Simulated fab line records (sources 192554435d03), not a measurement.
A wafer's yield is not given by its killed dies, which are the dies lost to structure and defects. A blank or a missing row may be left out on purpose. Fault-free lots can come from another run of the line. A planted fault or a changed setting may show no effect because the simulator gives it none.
fab line records + flow n5_finfet + part 2 of 2: steps 19 to 29 of 29
record:
- lots: 5
- wafers: 15
- last_day: 17
route steps=1938 shown BEOL_M5@1143
lots that met no fault: from a run of the same line without faults
start_h: hours from the record's opening day to when the first of the lot's shown wafers began + wait_h: hours elapsed since this lot's preceding step + " repeats the value in the row above + L1.1+2: a single row standing in for several wafers + - value missing, or start not given + * or withheld: withheld + < > ~ a bound
route shown NAME@n: NAME is a module with steps in the file, n the number in the route of the first one + usual: mean and standard deviation over wafers with no fault + same: alike in all rows + chamber/n: place in a boat + sites: the reading at each site + _std_site: the values' standard deviation + _edge_site: mean of outer sites minus mean of inner sites + radius_mm: how far each site lies from the wafer's centre + mask NAME#n: copy n + behind: the most recent tool/chamber to have shaped the wafer + hold: reason for holding the lot/hours on hold/outcome of the hold + device: which transistor (n, p or np) failed to switch + end of line: tests run on the same wafers once the route is complete + a step given without rows: its recipe and nothing more + killed: the dies lost at the first sort to structure and to defects; this is not the yield of the wafer + map: a wafer's dies, x killed, . not, _ none there
set.NAME: the setting that was run; set.NAME@STEP: the one run at that earlier step + model.NAME: the simulator's own value behind a step, which no gauge read
a table for each step, a row for each wafer; lots at some steps of the route
services: from which hour (start_h, from the record's first day; less than 0 if before it) a tool's chamber was out of use, for how many hours, and why
== steps ==
step: N5_BEOL_M5_ETCH_41
recipe:
- chemistry: CH3F/O2
- target: SiCN
- target_depth_a: 315
- taper_deg: 2
- time_s: 56.7
- ion_energy_ev: 120
- mask_material: TiN
- pressure_mtorr: 30
- source_w: 395
- bias_w: 75
- Ar_flow_sccm: 150
- CH3F_flow_sccm: 30
- O2_flow_sccm: 20
usual:
- drypump_motor_current_A: 5.8/0.6
- oes_product_au: 0.81/0.087
- rf_vpp_V: 297.1/1.4
- showerhead_plenum_p_Torr: 1.99/0.057
- throttle_valve_pct: 16.32/0.27
| lot.wafer | tool        | chamber | start_h | wait_h | drypump_motor_current_A | oes_product_au | rf_hours_counter_h | rf_vpp_V | showerhead_plenum_p_Torr | throttle_valve_pct |
|-----------|-------------|---------|---------|--------|-------------------------|----------------|--------------------|----------|--------------------------|--------------------|
| L074.2    | rie_diel-03 | 0       | -       | -      | 5.1                     | 0.86           | 66                 | 298.3    | 2.02                     | 15.85              |
| L074.3    | "           | 1       | "       | "      | 5.3                     | 0.76           | 169                | 297.3    | 2.01                     | 16.25              |
| L074.6    | "           | 1       | "       | "      | 5.3                     | 0.76           | -                  | 295.7    | 2.01                     | 16.26              |
| L084.1    | rie_diel-04 | 0       | -       | -      | 5.7                     | 0.96           | 6                  | 298.1    | 2.05                     | 16.46              |
| L084.4    | "           | 3       | "       | "      | 6.6                     | 0.71           | -                  | 295.0    | 1.90                     | 16.67              |
| L084.5    | "           | 2       | "       | "      | 5.7                     | 0.85           | -                  | 299.2    | 2.06                     | 16.45              |
| L090.1    | rie_diel-01 | 2       | -       | -      | 6.1                     | 0.91           | 42                 | 299.1    | 1.94                     | 15.85              |
| L090.4    | "           | 3       | "       | "      | 6.4                     | 0.84           | 83                 | 295.5    | 1.96                     | 16.28              |
| L090.6    | "           | 2       | "       | "      | 6.1                     | 0.90           | -                  | 295.4    | 1.94                     | 15.85              |
| L094.2    | rie_diel-04 | 3       | -       | -      | 6.6                     | 0.69           | 222                | 296.5    | 1.90                     | 16.70              |
| L094.3    | "           | 0       | "       | "      | 5.7                     | 0.90           | 23                 | 298.4    | 2.04                     | 16.49              |
| L094.4    | "           | 1       | "       | "      | 6.5                     | 0.77           | 134                | 296.8    | 2.02                     | 16.41              |
| L095.1    | rie_diel-03 | 0       | -       | -      | 5.0                     | 0.81           | 106                | 297.3    | 2.00                     | 15.91              |
| L095.5    | "           | 0       | "       | "      | 5.1                     | 0.81           | -                  | 298.2    | 2.00                     | 15.90              |
| L095.6    | "           | 2       | "       | "      | 5.5                     | 0.95           | -                  | 301.0    | 2.14                     | 16.10              |
step: N5_BEOL_M5_STRIP_91
recipe:
- chemistry: N2/H2
- time_s: 10
- power_w: 450
- temp_c: 40
- pressure_mtorr: 20
- rf_frequency_hz: 6e+07
- bias_power_w: 7
- n2_flow_sccm: 200
- h2_flow_sccm: 200
usual:
- drypump_motor_current_A: 5.8/0.6
- h2_flow_sccm: 200.0/0.63
- oes_product_au: 0.81/0.089
- rf_vpp_V: 59.2/0.84
- showerhead_plenum_p_Torr: 2.53/0.067
- throttle_valve_pct: 23.6/0.31
| lot.wafer | tool        | chamber | start_h | wait_h | drypump_motor_current_A | h2_flow_sccm | oes_product_au | rf_hours_counter_h | rf_vpp_V | showerhead_plenum_p_Torr | throttle_valve_pct |
|-----------|-------------|---------|---------|--------|-------------------------|--------------|----------------|--------------------|----------|--------------------------|--------------------|
| L074.2    | rie_diel-03 | 0       | -       | -      | 5.0                     | 200.2        | 0.85           | 66                 | 60.5     | 2.57                     | 23.2               |
| L074.3    | "           | 1       | "       | "      | 5.3                     | 199.8        | 0.76           | 169                | 59.9     | 2.53                     | 23.5               |
| L074.6    | "           | 1       | "       | "      | 5.3                     | 200.2        | 0.76           | -                  | 59.4     | 2.53                     | 23.5               |
| L084.1    | rie_diel-04 | 0       | -       | -      | 5.7                     | 199.6        | 0.96           | 6                  | 60.1     | 2.61                     | 23.9               |
| L084.4    | "           | 3       | "       | "      | 6.6                     | 199.7        | 0.70           | -                  | 57.6     | 2.42                     | 23.9               |
| L084.5    | "           | 2       | "       | "      | 5.7                     | 199.7        | 0.86           | -                  | 59.1     | 2.60                     | 24.2               |
| L090.1    | rie_diel-01 | 2       | -       | -      | 6.1                     | 199.6        | 0.91           | 42                 | 57.9     | 2.50                     | 23.3               |
| L090.4    | "           | 3       | "       | "      | 6.4                     | 200.4        | 0.85           | 83                 | 59.4     | 2.47                     | 23.5               |
| L090.6    | "           | 2       | "       | "      | 6.1                     | 200.9        | 0.90           | -                  | 59.0     | 2.50                     | 23.3               |
| L094.2    | rie_diel-04 | 3       | -       | -      | 6.6                     | 201.2        | 0.69           | 222                | 58.6     | 2.41                     | 23.9               |
| L094.3    | "           | 0       | "       | "      | 5.7                     | 199.9        | 0.91           | 23                 | 60.0     | 2.60                     | 23.9               |
| L094.4    | "           | 1       | "       | "      | 6.5                     | 199.4        | 0.77           | 134                | 59.9     | 2.53                     | 23.7               |
| L095.1    | rie_diel-03 | 0       | -       | -      | 5.0                     | 200.0        | 0.81           | 106                | 59.1     | 2.56                     | 23.2               |
| L095.5    | "           | 0       | "       | "      | 5.0                     | 199.4        | 0.81           | -                  | 59.2     | 2.56                     | 23.2               |
| L095.6    | "           | 2       | "       | "      | 5.5                     | 200.5        | 0.95           | -                  | 60.8     | 2.70                     | 23.2               |
step: N5_BEOL_M5_OCD_MEAS_38
usual:
- trench_depth_nm: 71.8/1.5
| lot.wafer | tool   | chamber | start_h | wait_h | trench_depth_nm |
|-----------|--------|---------|---------|--------|-----------------|
| L074.2    | ocd-01 | -       | 175.30  | -      | 73.5            |
| L074.3    | "      | -       | "       | "      | 74.7            |
| L074.6    | "      | -       | "       | "      | 73.1            |
| L084.1    | ocd-02 | -       | 231.54  | -      | 73.2            |
| L084.4    | "      | -       | "       | "      | 70.1            |
| L084.5    | "      | -       | "       | "      | 70.8            |
| L090.1    | ocd-01 | -       | 264.72  | -      | 74.3            |
| L090.4    | "      | -       | "       | "      | 71.9            |
| L090.6    | "      | -       | "       | "      | 74.0            |
| L094.2    | ocd-02 | -       | 292.32  | -      | 69.1            |
| L094.3    | "      | -       | "       | "      | 72.7            |
| L094.4    | "      | -       | "       | "      | 70.6            |
| L095.1    | ocd-02 | -       | 300.45  | -      | 73.0            |
| L095.5    | "      | -       | "       | "      | 72.5            |
| L095.6    | "      | -       | "       | "      | 72.8            |
step: N5_BEOL_M5_HM_STRIP_39
recipe:
- chemistry: peroxide_tin_strip
- material: TiN
- target_depth_a: 250
- temp_c: 50
- time_s: 158
| lot.wafer  | tool         | chamber | start_h | wait_h |
|------------|--------------|---------|---------|--------|
| L074.2+3+6 | wet_bench-02 | 7,2,1   | 175.34  | 0.0    |
| L084.1+4+5 | wet_bench-02 | 5,0,3   | 231.57  | 0.0    |
| L090.1+4+6 | wet_bench-02 | 1,2,4   | 264.76  | 0.0    |
| L094.2+3+4 | wet_bench-06 | 1,3,5   | 292.35  | 0.0    |
| L095.1+5+6 | wet_bench-02 | 3,4,6   | 300.48  | 0.0    |
step: N5_BEOL_M5_SRD_40
recipe:
- time_s: 30
- temp_c: 23
- rinse_liquid: diw
- dry: ipa_marangoni
| lot.wafer  | tool         | chamber | start_h | wait_h |
|------------|--------------|---------|---------|--------|
| L074.2+3+6 | wet_bench-02 | 7,2,1   | 175.38  | 0.0    |
| L084.1+4+5 | wet_bench-02 | 5,0,3   | 231.62  | 0.0    |
| L090.1+4+6 | wet_bench-02 | 1,2,4   | 264.81  | 0.0    |
| L094.2+3+4 | wet_bench-06 | 1,3,5   | 292.40  | 0.0    |
| L095.1+5+6 | wet_bench-02 | 3,4,6   | 300.52  | 0.0    |
step: N5_BEOL_M5_PRECLEAN_42
recipe:
- chemistry: residue_remover
- time_s: 60
- temp_c: 40
| lot.wafer  | tool         | chamber | start_h | wait_h |
|------------|--------------|---------|---------|--------|
| L074.2+3+6 | wet_bench-02 | 7,2,1   | 175.40  | 0.0    |
| L084.1+4+5 | wet_bench-02 | 5,0,3   | 231.64  | 0.0    |
| L090.1+4+6 | wet_bench-02 | 1,2,4   | 264.83  | 0.0    |
| L094.2+3+4 | wet_bench-06 | 1,3,5   | 292.42  | 0.0    |
| L095.1+5+6 | wet_bench-02 | 3,4,6   | 300.54  | 0.0    |
step: N5_BEOL_M5_SRD_43
recipe:
- time_s: 30
- temp_c: 23
- rinse_liquid: diw
- dry: ipa_marangoni
| lot.wafer  | tool         | chamber | start_h | wait_h |
|------------|--------------|---------|---------|--------|
| L074.2+3+6 | wet_bench-02 | 7,2,1   | 175.42  | 0.0    |
| L084.1+4+5 | wet_bench-02 | 5,0,3   | 231.65  | 0.0    |
| L090.1+4+6 | wet_bench-02 | 1,2,4   | 264.84  | 0.0    |
| L094.2+3+4 | wet_bench-06 | 1,3,5   | 292.43  | 0.0    |
| L095.1+5+6 | wet_bench-02 | 3,4,6   | 300.56  | 0.0    |
step: N5_BEOL_M5_CD_MEAS_35
recipe:
- target_cd_nm: 28
- target_cd_y_nm: 24
- polarity: opening
usual:
- cd_nm: 27.9/0.34
| lot.wafer | tool      | chamber | start_h | wait_h | cd_nm |
|-----------|-----------|---------|---------|--------|-------|
| L074.2    | cd_sem-02 | -       | 175.46  | 0.0    | 28.2  |
| L074.3    | "         | -       | "       | "      | 27.9  |
| L074.6    | "         | -       | "       | "      | 28.0  |
| L084.1    | cd_sem-01 | -       | 231.69  | 0.0    | 28.3  |
| L084.4    | "         | -       | "       | "      | 28.1  |
| L084.5    | "         | -       | "       | "      | 28.1  |
| L090.1    | cd_sem-02 | -       | 264.88  | 0.0    | 27.9  |
| L090.4    | "         | -       | "       | "      | 28.2  |
| L090.6    | "         | -       | "       | "      | 27.7  |
| L094.2    | cd_sem-03 | -       | 292.48  | 0.0    | 28.2  |
| L094.3    | "         | -       | "       | "      | 27.3  |
| L094.4    | "         | -       | "       | "      | 27.7  |
| L095.1    | cd_sem-01 | -       | 300.60  | 0.0    | 28.1  |
| L095.5    | "         | -       | "       | "      | 27.4  |
| L095.6    | "         | -       | "       | "      | 27.8  |
step: N5_BEOL_M5_CURE_80
recipe:
- temp_c: 370
- time_s: 120
- ambient: DMADMS/He
- material: SiCOH_lowk
usual:
- lamp_power_pct: 52.32/0.053
- wafer_temp_C_max: 371.6/0.66
| lot.wafer | tool       | chamber | start_h | wait_h | lamp_power_pct | wafer_temp_C_max |
|-----------|------------|---------|---------|--------|----------------|------------------|
| L074.2    | uv_cure-01 | 0       | 175.55  | 0.1    | 52.31          | 372.7            |
| L074.3    | "          | 0       | "       | "      | 52.40          | 372.2            |
| L074.6    | "          | 0       | "       | "      | 52.23          | 372.8            |
| L084.1    | uv_cure-03 | 1       | 231.74  | 0.0    | 52.24          | 370.9            |
| L084.4    | "          | 1       | "       | "      | 52.42          | 370.9            |
| L084.5    | "          | 1       | "       | "      | 52.44          | 370.9            |
| L090.1    | uv_cure-02 | 0       | 264.93  | 0.0    | 52.20          | 371.7            |
| L090.4    | "          | 0       | "       | "      | 52.39          | 371.4            |
| L090.6    | "          | 0       | "       | "      | 52.27          | 372.0            |
| L094.2    | uv_cure-02 | 1       | 292.82  | 0.3    | 52.35          | 372.1            |
| L094.3    | "          | 1       | "       | "      | 52.27          | 373.1            |
| L094.4    | "          | 1       | "       | "      | 52.30          | 372.3            |
| L095.1    | uv_cure-03 | 0       | 300.64  | 0.0    | 52.29          | 371.2            |
| L095.5    | "          | 0       | "       | "      | 52.26          | 371.7            |
| L095.6    | "          | 0       | "       | "      | 52.28          | 371.4            |
step: N5_BEOL_M5_DEGAS_44
recipe:
- ambient: vacuum
- temp_c: 250
- time_s: 60
usual:
- heater_power_w: 341/30
| lot.wafer | tool           | chamber | start_h | wait_h | heater_power_w |
|-----------|----------------|---------|---------|--------|----------------|
| L074.2    | pvd_sputter-02 | -       | 175.84  | 0.2    | 347            |
| L074.3    | "              | -       | "       | "      | 345            |
| L074.6    | "              | -       | "       | "      | 350            |
| L084.1    | pvd_sputter-01 | -       | 232.20  | 0.4    | 309            |
| L084.4    | "              | -       | "       | "      | 317            |
| L084.5    | "              | -       | "       | "      | 319            |
| L090.1    | pvd_sputter-01 | -       | 265.52  | 0.5    | 312            |
| L090.4    | "              | -       | "       | "      | 329            |
| L090.6    | "              | -       | "       | "      | 318            |
| L094.2    | pvd_sputter-02 | -       | 293.15  | 0.3    | 416            |
| L094.3    | "              | -       | "       | "      | 334            |
| L094.4    | "              | -       | "       | "      | 362            |
| L095.1    | pvd_sputter-01 | -       | 301.24  | 0.6    | 312            |
| L095.5    | "              | -       | "       | "      | 329            |
| L095.6    | "              | -       | "       | "      | 343            |
step: N5_BEOL_M5_PRE_CLEAN_45
recipe:
- gas: H2/He
- time_s: 30
- temp_c: 250
usual:
- heater_power_w: 341/31
| lot.wafer | tool           | chamber | start_h | wait_h | heater_power_w |
|-----------|----------------|---------|---------|--------|----------------|
| L074.2    | pvd_sputter-02 | -       | 175.88  | 0.0    | 329            |
| L074.3    | "              | -       | "       | "      | 350            |
| L074.6    | "              | -       | "       | "      | 360            |
| L084.1    | pvd_sputter-01 | -       | 232.24  | 0.0    | 308            |
| L084.4    | "              | -       | "       | "      | 312            |
| L084.5    | "              | -       | "       | "      | 315            |
| L090.1    | pvd_sputter-01 | -       | 265.56  | 0.0    | 324            |
| L090.4    | "              | -       | "       | "      | 337            |
| L090.6    | "              | -       | "       | "      | 323            |
| L094.2    | pvd_sputter-02 | -       | 293.19  | 0.0    | 403            |
| L094.3    | "              | -       | "       | "      | 325            |
| L094.4    | "              | -       | "       | "      | 353            |
| L095.1    | pvd_sputter-01 | -       | 301.28  | 0.0    | 322            |
| L095.5    | "              | -       | "       | "      | 326            |
| L095.6    | "              | -       | "       | "      | 334            |
== services ==
| tool           | chamber | start_h | hours | kind                          |
|----------------|---------|---------|-------|-------------------------------|
| euv_scanner-01 | -       | 160.54  | 1.0   | pm                            |
| euv_scanner-02 | -       | 173.92  | 1.0   | pm                            |
| uv_cure-01     | -       | 186.94  | 2.8   | pm                            |
| euv_scanner-01 | -       | 193.78  | 12.0  | pm                            |
| rie_diel-04    | 0       | 197.34  | -     | clean                         |
| rie_diel-04    | 0       | 197.34  | -     | consumable_replace:focus_ring |
| rie_diel-04    | 0       | 197.34  | 18.8  | scheduled_down                |
| rie_diel-04    | 0       | 197.34  | 18.8  | vent_cycle                    |
| uv_cure-02     | -       | 198.27  | 0.5   | repair                        |
| euv_scanner-02 | -       | 205.78  | 4.6   | pm                            |
| euv_scanner-01 | -       | 216.69  | 1.0   | pm                            |
| rie_diel-04    | 1       | 221.30  | 13.8  | repair                        |
| uv_cure-01     | -       | 222.49  | 1.4   | repair                        |
| wet_bench-06   | -       | 224.41  | 2.2   | repair                        |
| euv_scanner-02 | -       | 230.07  | 1.0   | pm                            |
| rie_diel-01    | 1       | 240.27  | 4.0   | repair                        |
| euv_scanner-01 | -       | 252.96  | 1.3   | repair                        |
| rie_diel-03    | 2       | 265.86  | -     | clean                         |
| rie_diel-03    | 2       | 265.86  | -     | consumable_replace:focus_ring |
| uv_cure-02     | -       | 268.20  | 2.1   | pm                            |
| euv_scanner-01 | -       | 272.84  | 1.0   | pm                            |
| rie_diel-04    | 2       | 273.35  | 7.5   | repair                        |
| pvd_sputter-02 | -       | 279.52  | 3.8   | repair                        |
| euv_scanner-02 | -       | 286.22  | 1.0   | pm                            |
